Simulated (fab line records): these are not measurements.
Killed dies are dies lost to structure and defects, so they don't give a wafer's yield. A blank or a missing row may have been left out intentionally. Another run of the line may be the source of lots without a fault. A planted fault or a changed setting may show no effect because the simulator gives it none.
2 desks, one fault + flow n5-finfet + what lay behind the numbers comes last; until then each desk has only its own

## THE TOOL OWNER'S DESK: litho-track-04
The tool's own readings at N5_BEOL_M3_COAT_67 (time 60 s, resist thk 60 nm): means of the sampled wafers that have a number, for each lot that ran on this tool. Any lot whose mean is over 4 standard deviations away from the usual mean is out of limits and marked OUT; that distance is given in the brackets.
Columns: A = spin-speed-rpm at N5_BEOL_M3_COAT_67, usual 1500.1 rpm
| lot  | first seen here | A                        |
|------|-----------------|--------------------------|
| L749 | day 8 04:12     | 1499.2                   |
| L751 | day 9 02:14     | 1288.7 (-99 or more) OUT |
| L752 | day 9 02:29     | 1289.0 (-99 or more) OUT |
Finding of this desk: L751, L752 out of limits; the first was L751 at day 9 02:14, on spin-speed-rpm at N5_BEOL_M3_COAT_67. L749 stayed within limits.

## THE METROLOGY DESK
Means of the sampled wafers that have a number, per lot and without regard to the tool the lot ran on: this is what the gauges read. Any lot whose mean is over 4 standard deviations away from the usual mean is out of limits and marked OUT; that distance is given in the brackets. Shown here are 7 of its 10 readings, the ones lying furthest out on some lot.
Columns: A = DIBL_P at N5_BEOL_M4_RC_MEAS_101, usual 37.3 mV/V; B = IOFF_N at N5_BEOL_M4_RC_MEAS_101, usual 0.16 nA/um; C = IOFF_P at N5_BEOL_M4_RC_MEAS_101, usual 0.22 nA/um; D = ION_P at N5_BEOL_M4_RC_MEAS_101, usual 463 uA/um; E = SS_P at N5_BEOL_M4_RC_MEAS_101, usual 73.4 mV/dec; F = VT_N at N5_BEOL_M4_RC_MEAS_101, usual 250 mV; G = VT_P at N5_BEOL_M4_RC_MEAS_101, usual -250 mV
| lot  | first seen here | A    | B    | C    | D   | E    | F   | G    |
|------|-----------------|------|------|------|-----|------|-----|------|
| L749 | day 9 07:13     | 34.2 | 0.15 | 0.18 | 453 | 72.9 | 251 | -255 |
| L752 | day 10 00:59    | 38.3 | 0.17 | 0.22 | 463 | 73.3 | 253 | -251 |
| L751 | day 10 02:11    | 37.2 | 0.16 | 0.22 | 468 | 73.7 | 250 | -248 |
| L767 | day 13 22:55    | 36.1 | 0.13 | 0.19 | 464 | 72.3 | 254 | -251 |
This desk's verdict: no lot among the 4 shows anything out of limits.

## PUT TOGETHER
The tool owner's desk could have raised an alarm at day 9 02:14, on L751, L752.
From the metrology desk's view, nothing was out of limits.
The metrology desk holds a record of L751, L752, inside its limits.
All the named lots went through N5_BEOL_M3_COAT_67 on litho-track-04.

## WHAT THE SIMULATOR PUT IN
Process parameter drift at N5_BEOL_M3_COAT_67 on litho-track-04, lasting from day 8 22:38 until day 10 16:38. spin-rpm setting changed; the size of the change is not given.
Struck lots among those shown: L751, L752.
How many hours passed from the start of the fault until each desk's first out-of-limits reading: the tool owner's desk, 4.
